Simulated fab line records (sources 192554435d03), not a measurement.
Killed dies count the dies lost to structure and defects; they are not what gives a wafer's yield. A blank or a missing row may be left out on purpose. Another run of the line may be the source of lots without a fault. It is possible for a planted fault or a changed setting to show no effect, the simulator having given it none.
What tool caused it? :: flow n5-finfet :: 11 lots, 33 wafers sampled, at 4 steps of a route of 1938

== WHAT THE GAUGES SHOWED, per wafer ==
N5_BEOL_M9_CD_MEAS_18: pitch 140 nm, target cd 70 nm.
lot: L211
measured: day 9 21:53
on: cd-sem-03
cd-nm (nm): 71.0 70.0 70.7

lot: L212
measured: day 10 03:14
on: cd-sem-03
cd-nm (nm): 69.1 68.8 68.4

lot: L215
measured: day 10 14:15
on: cd-sem-03
cd-nm (nm): 70.6 70.7 69.7

lot: L222
measured: day 12 14:06
on: cd-sem-02
cd-nm (nm): 70.6 69.8 70.7

lot: L225
measured: day 12 20:49
on: cd-sem-01
cd-nm (nm): 69.8 69.8 70.2

lot: L224
measured: day 13 00:08
on: cd-sem-01
cd-nm (nm): 71.1 70.2 70.9

lot: L227
measured: day 14 04:02
on: cd-sem-01
cd-nm (nm): 70.3 69.8 70.5

lot: L230
measured: day 14 12:53
on: cd-sem-03
cd-nm (nm): 70.1 69.3 69.4

lot: L231
measured: day 14 14:04
on: cd-sem-02
cd-nm (nm): 70.1 69.9 69.6

lot: L233
measured: day 15 01:22
on: cd-sem-03
cd-nm (nm): 70.4 70.0 69.5

lot: L232
measured: day 15 14:23
on: cd-sem-02
cd-nm (nm): 69.9 70.0 70.8

N5_BEOL_M9_OVL_MEAS_29.
lot: L211
measured: day 9 23:26
on: overlay-01
V8_OVL (nm): 0.7 0.7 1.4

lot: L212
measured: day 10 05:53
on: overlay-01
V8_OVL (nm): -0.1 1.3 0.3

lot: L215
measured: day 10 15:32
on: overlay-01
V8_OVL (nm): 0.3 1.0 0.1

lot: L222
measured: day 12 14:58
on: overlay-01
V8_OVL (nm): 0.5 -0.3 0.0

lot: L225
measured: day 12 22:32
on: overlay-02
V8_OVL (nm): 1.9 1.5 -0.1

lot: L224
measured: day 13 00:42
on: overlay-02
V8_OVL (nm): 0.5 0.4 -0.9

lot: L227
measured: day 14 07:36
on: overlay-01
V8_OVL (nm): 0.6 0.4 -0.6

lot: L230
measured: day 14 14:05
on: overlay-02
V8_OVL (nm): 0.1 0.7 2.0

lot: L231
measured: day 14 14:24
on: overlay-02
V8_OVL (nm): -0.8 -1.2 -0.6

lot: L233
measured: day 15 04:32
on: overlay-02
V8_OVL (nm): 0.3 0.1 0.6

lot: L232
measured: day 15 16:00
on: overlay-01
V8_OVL (nm): -0.5 0.2 -0.1

== EACH LOT AND THE TOOL THAT RAN IT (in order: tool; ch and the chambers of the sampled wafers; start) ==
lot: L211
N5_BEOL_M9_STRIP_67: rie-diel-03 ch 0,2,3, day 9 21:40
N5_BEOL_M9_COAT_63: litho-track-05 ch 0, day 9 23:08

lot: L212
N5_BEOL_M9_STRIP_67: rie-diel-03 ch 1,2,3, day 10 03:01
N5_BEOL_M9_COAT_63: litho-track-01 ch 0, day 10 05:18

lot: L215
N5_BEOL_M9_STRIP_67: rie-diel-05 ch 0,1,3, day 10 14:01
N5_BEOL_M9_COAT_63: litho-track-05 ch 0, day 10 15:14

lot: L222
N5_BEOL_M9_STRIP_67: rie-diel-02 ch 1,2,3, day 12 13:51
N5_BEOL_M9_COAT_63: litho-track-05 ch 0, day 12 14:39

lot: L225
N5_BEOL_M9_STRIP_67: rie-diel-03 ch 0,1,2, day 12 20:36
N5_BEOL_M9_COAT_63: litho-track-01 ch 0, day 12 22:07

lot: L224
N5_BEOL_M9_STRIP_67: rie-diel-05 ch 0,1,3, day 12 23:55
N5_BEOL_M9_COAT_63: litho-track-01 ch 0, day 13 00:23

lot: L227
N5_BEOL_M9_STRIP_67: rie-diel-03 ch 1,2, day 14 03:49
N5_BEOL_M9_COAT_63: litho-track-04 ch 0, day 14 07:08

lot: L230
N5_BEOL_M9_STRIP_67: rie-diel-02 ch 0,1,3, day 14 12:38
N5_BEOL_M9_COAT_63: litho-track-04 ch 0, day 14 13:47

lot: L231
N5_BEOL_M9_STRIP_67: rie-diel-02 ch 0,3, day 14 13:50
N5_BEOL_M9_COAT_63: litho-track-04 ch 0, day 14 14:06

lot: L233
N5_BEOL_M9_STRIP_67: rie-diel-05 ch 0,3, day 15 01:08
N5_BEOL_M9_COAT_63: litho-track-05 ch 0, day 15 04:14

lot: L232
N5_BEOL_M9_STRIP_67: rie-diel-02 ch 2,3, day 15 14:10
N5_BEOL_M9_COAT_63: litho-track-04 ch 0, day 15 15:30
- N5_BEOL_M9_STRIP_67: strips in CF4.
- N5_BEOL_M9_COAT_63: time 60 s, resist thk 60 nm.

== WHAT THE TOOLS THEMSELVES READ (means of the sampled wafers that have a number; where no wafer has one, the mark that the record gives instead) ==
N5_BEOL_M9_STRIP_67.
lot: L211
tool: rie-diel-03
drypump-motor-current-A (A): 5.2
oes-product-au (a.u.): 0.81
rf-vpp-V (V): 271.2
showerhead-plenum-p-Torr (Torr): 1.80
throttle-valve-pct (%): 13.51

lot: L212
tool: rie-diel-03
drypump-motor-current-A (A): 5.2
oes-product-au (a.u.): 0.81
rf-vpp-V (V): 271.3
showerhead-plenum-p-Torr (Torr): 1.80
throttle-valve-pct (%): 13.49

lot: L215
tool: rie-diel-05
drypump-motor-current-A (A): 5.6
oes-product-au (a.u.): 0.71
rf-vpp-V (V): 270.3
showerhead-plenum-p-Torr (Torr): 1.77
throttle-valve-pct (%): 13.77

lot: L222
tool: rie-diel-02
drypump-motor-current-A (A): 5.5
oes-product-au (a.u.): 0.77
rf-vpp-V (V): 271.4
showerhead-plenum-p-Torr (Torr): 1.82
throttle-valve-pct (%): 13.59

lot: L225
tool: rie-diel-03
drypump-motor-current-A (A): 5.2
oes-product-au (a.u.): 0.81
rf-vpp-V (V): 271.8
showerhead-plenum-p-Torr (Torr): 1.81
throttle-valve-pct (%): 13.48

lot: L224
tool: rie-diel-05
drypump-motor-current-A (A): 5.6
oes-product-au (a.u.): 0.79
rf-vpp-V (V): 269.9
showerhead-plenum-p-Torr (Torr): 1.77
throttle-valve-pct (%): 13.63

lot: L227
tool: rie-diel-03
drypump-motor-current-A (A): 5.0
oes-product-au (a.u.): 0.83
rf-vpp-V (V): 271.6
showerhead-plenum-p-Torr (Torr): 1.81
throttle-valve-pct (%): 13.49

lot: L230
tool: rie-diel-02
drypump-motor-current-A (A): 5.7
oes-product-au (a.u.): 0.80
rf-vpp-V (V): 272.4
showerhead-plenum-p-Torr (Torr): 1.85
throttle-valve-pct (%): 13.41

lot: L231
tool: rie-diel-02
drypump-motor-current-A (A): 5.9
oes-product-au (a.u.): 0.81
rf-vpp-V (V): 274.2
showerhead-plenum-p-Torr (Torr): 1.87
throttle-valve-pct (%): 13.34

lot: L233
tool: rie-diel-05
drypump-motor-current-A (A): 6.1
oes-product-au (a.u.): 0.83
rf-vpp-V (V): 270.6
showerhead-plenum-p-Torr (Torr): 1.74
throttle-valve-pct (%): 13.63

lot: L232
tool: rie-diel-02
drypump-motor-current-A (A): 5.5
oes-product-au (a.u.): 0.72
rf-vpp-V (V): 271.7
showerhead-plenum-p-Torr (Torr): 1.83
throttle-valve-pct (%): 13.79

N5_BEOL_M9_COAT_63.
lot: L211
tool: litho-track-05
dispense-pressure-kPa (kPa): 43
exhaust-pa (Pa): 43.7
spin-speed-rpm (rpm): 1499.5

lot: L212
tool: litho-track-01
dispense-pressure-kPa (kPa): 52
exhaust-pa (Pa): 44.8
spin-speed-rpm (rpm): 1501.2

lot: L215
tool: litho-track-05
dispense-pressure-kPa (kPa): 43
exhaust-pa (Pa): 45.3
spin-speed-rpm (rpm): 1500.5

lot: L222
tool: litho-track-05
dispense-pressure-kPa (kPa): 43
exhaust-pa (Pa): 43.6
spin-speed-rpm (rpm): 1500.6

lot: L225
tool: litho-track-01
dispense-pressure-kPa (kPa): 52
exhaust-pa (Pa): 44.9
spin-speed-rpm (rpm): 1462.0

lot: L224
tool: litho-track-01
dispense-pressure-kPa (kPa): 52
exhaust-pa (Pa): 45.7
spin-speed-rpm (rpm): 1462.9

lot: L227
tool: litho-track-04
dispense-pressure-kPa (kPa): 48
exhaust-pa (Pa): 45.5
spin-speed-rpm (rpm): 1499.3

lot: L230
tool: litho-track-04
dispense-pressure-kPa (kPa): 48
exhaust-pa (Pa): 45.1
spin-speed-rpm (rpm): 1499.2

lot: L231
tool: litho-track-04
dispense-pressure-kPa (kPa): 48
exhaust-pa (Pa): 44.5
spin-speed-rpm (rpm): 1500.4

lot: L233
tool: litho-track-05
dispense-pressure-kPa (kPa): 43
exhaust-pa (Pa): 46.1
spin-speed-rpm (rpm): 1499.7

lot: L232
tool: litho-track-04
dispense-pressure-kPa (kPa): 48
exhaust-pa (Pa): 44.8
spin-speed-rpm (rpm): 1500.2

== THE ANSWER, worked out from the rows above alone ==
Rule: the usual values come from the lots themselves. Put in order of their means at a reading, lots are off if they are a third of the lots or fewer, leave a main group of 4 or more, and stand apart from it by a gap of 3 or more times the standard deviation of the main group's means; of several such gaps the widest counts. A main group whose means are all the same, to the digits that the tables above print for the reading, isn't used. A lot without any number at a reading at which 4 lots or more have one is off too. Where the step has rows for the other lots, those lots are counted as sound. First the gauges in route order, then the tools' own readings, where a lot's mean is used as printed above. At the first step where some lot is off, the reading lying furthest off is the one used; lots without a number count as furthest.
Off: L225, L224 (N5_BEOL_M9_COAT_63, spin-speed-rpm). Mean 1500.1 rpm and standard deviation 0.64 in the main group.
A tool fits if, at that step or a process step before it, it ran every lot that is off, and no sound lot after the first of them. One candidate fits, namely litho-track-01 at N5_BEOL_M9_COAT_63. Its last sound lot is L212 (day 10 05:18), its first lot that is off L225 (day 12 22:07): a fault that began between those two fits.
The tool's own readings at N5_BEOL_M9_COAT_63 bear it out: on the lots that are off they differ by more than 5 times the standard deviation of the sound lots' means. spin-speed-rpm reads 1462.5 rpm there against 1500.1 rpm on the sound lots.

== WHAT HAD BEEN PUT IN BY THE SIMULATOR ==
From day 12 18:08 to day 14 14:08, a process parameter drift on litho-track-01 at N5_BEOL_M9_COAT_63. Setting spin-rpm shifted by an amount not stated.
Shown lots that were struck: L225, L224. The same result came from the rule above.
